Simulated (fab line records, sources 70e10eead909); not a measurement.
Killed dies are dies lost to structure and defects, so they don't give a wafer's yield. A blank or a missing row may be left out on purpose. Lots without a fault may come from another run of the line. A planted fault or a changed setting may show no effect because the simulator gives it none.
Chamber matching | flow nand_harc | NHARC_P_ZERO_WELL_DESCUM_13 on rie_diel-01: 4 sister chambers
The step chemistry O2, time 3 s. 16 wafers are shown with their chamber, then 8 later ones without.

WAFERS WITH THEIR CHAMBER
wafer  | chamber | drypump_motor_current_A (A) | showerhead_plenum_p_Torr (Torr) | oes_product_au (a.u.)
L077.3 | 2       | 6.0                         | 1.88                            | 1.003
L077.5 | 0       | 5.7                         | 1.95                            | 0.990
L077.6 | 1       | 6.5                         | 1.90                            | 1.007
L081.1 | 1       | 6.5                         | 1.90                            | 1.017
L081.3 | 0       | 5.7                         | 1.95                            | 0.989
L081.5 | 1       | 6.5                         | 1.90                            | 1.014
L082.3 | 0       | 5.7                         | 1.95                            | 0.983
L082.4 | 1       | 6.5                         | 1.89                            | 1.002
L082.5 | 0       | 5.6                         | 1.95                            | 0.981
L085.2 | 2       | 6.0                         | 1.87                            | 1.014
L085.5 | 3       | 6.4                         | 1.95                            | 1.008
L085.6 | 2       | 6.0                         | 1.87                            | 1.014
L088.3 | 0       | 5.7                         | 1.94                            | 0.989
L088.4 | 2       | 6.0                         | 1.87                            | 1.012
L088.5 | 1       | 6.5                         | 1.89                            | 1.020
L091.1 | 3       | 6.5                         | 1.94                            | 1.001

SIGNATURES (means of the wafers above)
reading                  | chamber 0 | chamber 1 | chamber 2 | chamber 3 | scatter within a chamber
drypump_motor_current_A  | 5.680     | 6.500     | 6.000     | 6.450     | 0.0329
showerhead_plenum_p_Torr | 1.9480    | 1.8960    | 1.8725    | 1.9450    | 0.0052
oes_product_au           | 0.98640   | 1.01200   | 1.01075   | 1.00450   | 0.00572
Rule: a wafer's distance from a chamber is the root of the sum, over the readings, of the square of ((its reading less the chamber's mean) divided by the reading's scatter). The wafer belongs to the nearest chamber; if the next one is less than 2 further off, it can't be placed. The scatter: the root of (the sum of the squares of (reading less its chamber's mean) over the shown wafers, divided by (wafers less chambers)).

WAFERS WITHOUT THEIR CHAMBER
wafer  | drypump_motor_current_A (A) | showerhead_plenum_p_Torr (Torr) | oes_product_au (a.u.)
L091.2 | 5.7                         | 1.94                            | 0.995
L091.4 | 6.5                         | 1.94                            | 1.008
L092.1 | 5.7                         | 1.93                            | 0.989
L092.3 | 6.5                         | 1.88                            | 1.005
L092.5 | 5.6                         | 1.93                            | 0.988
L094.1 | 6.5                         | 1.88                            | 1.011
L094.2 | 6.0                         | 1.87                            | 1.006
L094.3 | 6.4                         | 1.94                            | 1.002

WHICH CHAMBER EACH WENT THROUGH
wafer  | from the rows above | in truth
L091.2 | 0                   | 0
L091.4 | 3                   | 3
L092.1 | 0                   | 0
L092.3 | 1                   | 1
L092.5 | 0                   | 0
L094.1 | 1                   | 1
L094.2 | 2                   | 2
L094.3 | 3                   | 3
Placed correctly: 8 of 8. Can't be placed from these rows: 0. Placed wrongly: 0.
